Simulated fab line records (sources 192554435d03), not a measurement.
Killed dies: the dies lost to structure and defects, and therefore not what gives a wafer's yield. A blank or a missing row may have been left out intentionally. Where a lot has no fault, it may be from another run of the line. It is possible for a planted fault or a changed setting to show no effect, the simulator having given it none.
Split-lot experiment / flow n5_finfet / on a route of 1938 steps: 7 lots, 39 wafers read

== ON THE SPLIT ==
At N5_FIN_CUT_EXPOSE_05 (exposes mask FIN CUT), the setting dose_mj was moved away from the recipe's 45.75 on 15 of the 39 wafers read, by -5.5% to +7.0%. All remaining wafers had this setting at the recipe value.

== FROM THE SPLIT TO THE READING: what the file shows between them, 2 steps ==
- N5_FIN_CUT_PEB_06: peb time 60 s
- N5_FIN_CUT_DEVELOP_07: develop time 30 s

== THE READING ==
Shown in nm: cd_nm at N5_FIN_CUT_CD_MEAS_08, with target cd 29.1 nm. Fault-free wafers of this fab line usually give 29.13 nm, standard deviation 0.25 nm.

wafer=L076.1; tool, chamber at the split=euv_scanner-02, 0; dose_mj as run=48.97; against the recipe=+7.0%; cd_nm, nm=30.42; against lot-mates on the recipe=+1.19
wafer=L076.2; tool, chamber at the split=euv_scanner-02, 0; dose_mj as run=45.75; against the recipe=recipe; cd_nm, nm=29.14; against lot-mates on the recipe=-
wafer=L076.3; tool, chamber at the split=euv_scanner-02, 0; dose_mj as run=48.97; against the recipe=+7.0%; cd_nm, nm=30.48; against lot-mates on the recipe=+1.25
wafer=L076.4; tool, chamber at the split=euv_scanner-02, 0; dose_mj as run=45.75; against the recipe=recipe; cd_nm, nm=29.23; against lot-mates on the recipe=-
wafer=L076.5; tool, chamber at the split=euv_scanner-02, 0; dose_mj as run=45.75; against the recipe=recipe; cd_nm, nm=29.31; against lot-mates on the recipe=-
wafer=L076.6; tool, chamber at the split=euv_scanner-02, 0; dose_mj as run=48.97; against the recipe=+7.0%; cd_nm, nm=30.16; against lot-mates on the recipe=+0.93
wafer=L078.1; tool, chamber at the split=euv_scanner-02, 0; dose_mj as run=44.06; against the recipe=-3.7%; cd_nm, nm=28.59; against lot-mates on the recipe=-0.40
wafer=L078.2; tool, chamber at the split=euv_scanner-02, 0; dose_mj as run=45.75; against the recipe=recipe; cd_nm, nm=29.36; against lot-mates on the recipe=-
wafer=L078.3; tool, chamber at the split=euv_scanner-02, 0; dose_mj as run=44.06; against the recipe=-3.7%; cd_nm, nm=28.38; against lot-mates on the recipe=-0.61
wafer=L078.4; tool, chamber at the split=euv_scanner-02, 0; dose_mj as run=45.75; against the recipe=recipe; cd_nm, nm=28.81; against lot-mates on the recipe=-
wafer=L078.5; tool, chamber at the split=euv_scanner-02, 0; dose_mj as run=44.06; against the recipe=-3.7%; cd_nm, nm=28.33; against lot-mates on the recipe=-0.66
wafer=L078.6; tool, chamber at the split=euv_scanner-02, 0; dose_mj as run=45.75; against the recipe=recipe; cd_nm, nm=28.79; against lot-mates on the recipe=-
wafer=L080.1; tool, chamber at the split=euv_scanner-01, 0; dose_mj as run=48.64; against the recipe=+6.3%; cd_nm, nm=30.25; against lot-mates on the recipe=+1.11
wafer=L080.2; tool, chamber at the split=euv_scanner-01, 0; dose_mj as run=45.75; against the recipe=recipe; cd_nm, nm=29.13; against lot-mates on the recipe=-
wafer=L080.3; tool, chamber at the split=euv_scanner-01, 0; dose_mj as run=48.64; against the recipe=+6.3%; cd_nm, nm=30.15; against lot-mates on the recipe=+1.01
wafer=L080.4; tool, chamber at the split=euv_scanner-01, 0; dose_mj as run=48.64; against the recipe=+6.3%; cd_nm, nm=30.14; against lot-mates on the recipe=+1.00
wafer=L080.5; tool, chamber at the split=euv_scanner-01, 0; dose_mj as run=45.75; against the recipe=recipe; cd_nm, nm=28.81; against lot-mates on the recipe=-
wafer=L080.6; tool, chamber at the split=euv_scanner-01, 0; dose_mj as run=45.75; against the recipe=recipe; cd_nm, nm=29.49; against lot-mates on the recipe=-
wafer=L086.1; tool, chamber at the split=euv_scanner-01, 0; dose_mj as run=43.25; against the recipe=-5.5%; cd_nm, nm=28.16; against lot-mates on the recipe=-0.89
wafer=L086.2; tool, chamber at the split=euv_scanner-01, 0; dose_mj as run=45.75; against the recipe=recipe; cd_nm, nm=29.02; against lot-mates on the recipe=-
wafer=L086.3; tool, chamber at the split=euv_scanner-01, 0; dose_mj as run=43.25; against the recipe=-5.5%; cd_nm, nm=27.97; against lot-mates on the recipe=-1.08
wafer=L086.4; tool, chamber at the split=euv_scanner-01, 0; dose_mj as run=43.25; against the recipe=-5.5%; cd_nm, nm=27.80; against lot-mates on the recipe=-1.25
wafer=L086.5; tool, chamber at the split=euv_scanner-01, 0; dose_mj as run=45.75; against the recipe=recipe; cd_nm, nm=29.06; against lot-mates on the recipe=-
wafer=L086.6; tool, chamber at the split=euv_scanner-01, 0; dose_mj as run=45.75; against the recipe=recipe; cd_nm, nm=29.06; against lot-mates on the recipe=-
wafer=L089.3; tool, chamber at the split=euv_scanner-02, 0; dose_mj as run=45.75; against the recipe=recipe; cd_nm, nm=29.42; against lot-mates on the recipe=-
wafer=L089.4; tool, chamber at the split=euv_scanner-02, 0; dose_mj as run=45.75; against the recipe=recipe; cd_nm, nm=29.13; against lot-mates on the recipe=-
wafer=L089.6; tool, chamber at the split=euv_scanner-02, 0; dose_mj as run=45.75; against the recipe=recipe; cd_nm, nm=29.44; against lot-mates on the recipe=-
wafer=L095.1; tool, chamber at the split=euv_scanner-01, 0; dose_mj as run=45.75; against the recipe=recipe; cd_nm, nm=28.64; against lot-mates on the recipe=-
wafer=L095.2; tool, chamber at the split=euv_scanner-01, 0; dose_mj as run=45.75; against the recipe=recipe; cd_nm, nm=28.57; against lot-mates on the recipe=-
wafer=L095.3; tool, chamber at the split=euv_scanner-01, 0; dose_mj as run=45.75; against the recipe=recipe; cd_nm, nm=29.00; against lot-mates on the recipe=-
wafer=L095.4; tool, chamber at the split=euv_scanner-01, 0; dose_mj as run=45.75; against the recipe=recipe; cd_nm, nm=28.79; against lot-mates on the recipe=-
wafer=L095.5; tool, chamber at the split=euv_scanner-01, 0; dose_mj as run=45.75; against the recipe=recipe; cd_nm, nm=29.24; against lot-mates on the recipe=-
wafer=L095.6; tool, chamber at the split=euv_scanner-01, 0; dose_mj as run=45.75; against the recipe=recipe; cd_nm, nm=29.04; against lot-mates on the recipe=-
wafer=L096.1; tool, chamber at the split=euv_scanner-02, 0; dose_mj as run=44.04; against the recipe=-3.7%; cd_nm, nm=28.53; against lot-mates on the recipe=-0.87
wafer=L096.2; tool, chamber at the split=euv_scanner-02, 0; dose_mj as run=44.04; against the recipe=-3.7%; cd_nm, nm=28.46; against lot-mates on the recipe=-0.94
wafer=L096.3; tool, chamber at the split=euv_scanner-02, 0; dose_mj as run=45.75; against the recipe=recipe; cd_nm, nm=29.32; against lot-mates on the recipe=-
wafer=L096.4; tool, chamber at the split=euv_scanner-02, 0; dose_mj as run=45.75; against the recipe=recipe; cd_nm, nm=29.49; against lot-mates on the recipe=-
wafer=L096.5; tool, chamber at the split=euv_scanner-02, 0; dose_mj as run=44.04; against the recipe=-3.7%; cd_nm, nm=28.95; against lot-mates on the recipe=-0.45
wafer=L096.6; tool, chamber at the split=euv_scanner-02, 0; dose_mj as run=45.75; against the recipe=recipe; cd_nm, nm=29.40; against lot-mates on the recipe=-

THE FIT
A straight line over all 39 wafers: cd_nm changes by +0.177 nm for each +1% of dose_mj; r = +0.93; the points scatter about the line by 0.24 nm.
The same after taking each lot's own level away (the mean of its wafers on the recipe; 39 wafers): +0.172 nm for each +1%; r = +0.95; scatter 0.19 nm.
The reading moves by 1.2 nm for the largest change in dose_mj, on that fit.
Measured against the standard deviation above, the lots' own levels, which go from 28.880 to 29.403 nm, span 2.1 times it.
The two slopes are in agreement: the lot-to-lot level therefore moves the slope only a little.
Check: +1.18 nm against its lot-mates is what the line predicts for one of the wafers moved furthest among these (+7.0%) when that wafer is left out of the fit. Against them it came out at +1.19 nm.

== OTHER SPLITS ON THESE WAFERS ==
These wafers also went through other splits before the reading. Each is held against what the fit with the lots' levels taken away leaves over:
other split on the same wafers=N5_WELL_APT_IMPLANT_31 energy_kev; wafers away from the commonest value=18; r with cd_nm (lot level and that fit taken away)=+0.01
other split on the same wafers=N5_FIN_SAQP_ETCH_52 source_w; wafers away from the commonest value=12; r with cd_nm (lot level and that fit taken away)=+0.07

== THE WHOLE CHAIN: every reading that the file lists as answering this split, in the file's order ==
step=N5_FIN_CUT_CD_MEAS_08; what it does=target cd 29.1 nm; reading=cd_nm; change (the file's fit)=+0.172 nm for each +1% of the setting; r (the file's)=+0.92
step=N5_FIN_CUT_ETCH_30; what it does=etches underlayer in N2/H2, target depth 13 nm, time 10.4 s; reading=FIN_CUT.cd_offset_nm (the simulator's own value, which no gauge read); change (the file's fit)=+0.183 nm for each +1% of the setting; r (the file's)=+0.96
step=N5_FIN_CUT_PRECLEAN_35; what it does=cleans in vHF, time 13.3 s; reading=FIN_CUT.cd_offset_nm (the simulator's own value, which no gauge read); change (the file's fit)=+0.224 nm for each +1% of the setting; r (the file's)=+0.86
step=N5_FIN_CUT_CUT_ETCH_28; what it does=etches Si in HBr/Cl2/O2, target depth 6 nm, time 2.4 s; reading=FIN_CUT.cd_offset_nm (the simulator's own value, which no gauge read); change (the file's fit)=+0.227 nm for each +1% of the setting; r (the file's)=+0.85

== THE FILE'S OWN FIT ==
cd_nm changes by +0.172 nm for each +1% of dose_mj, r = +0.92.
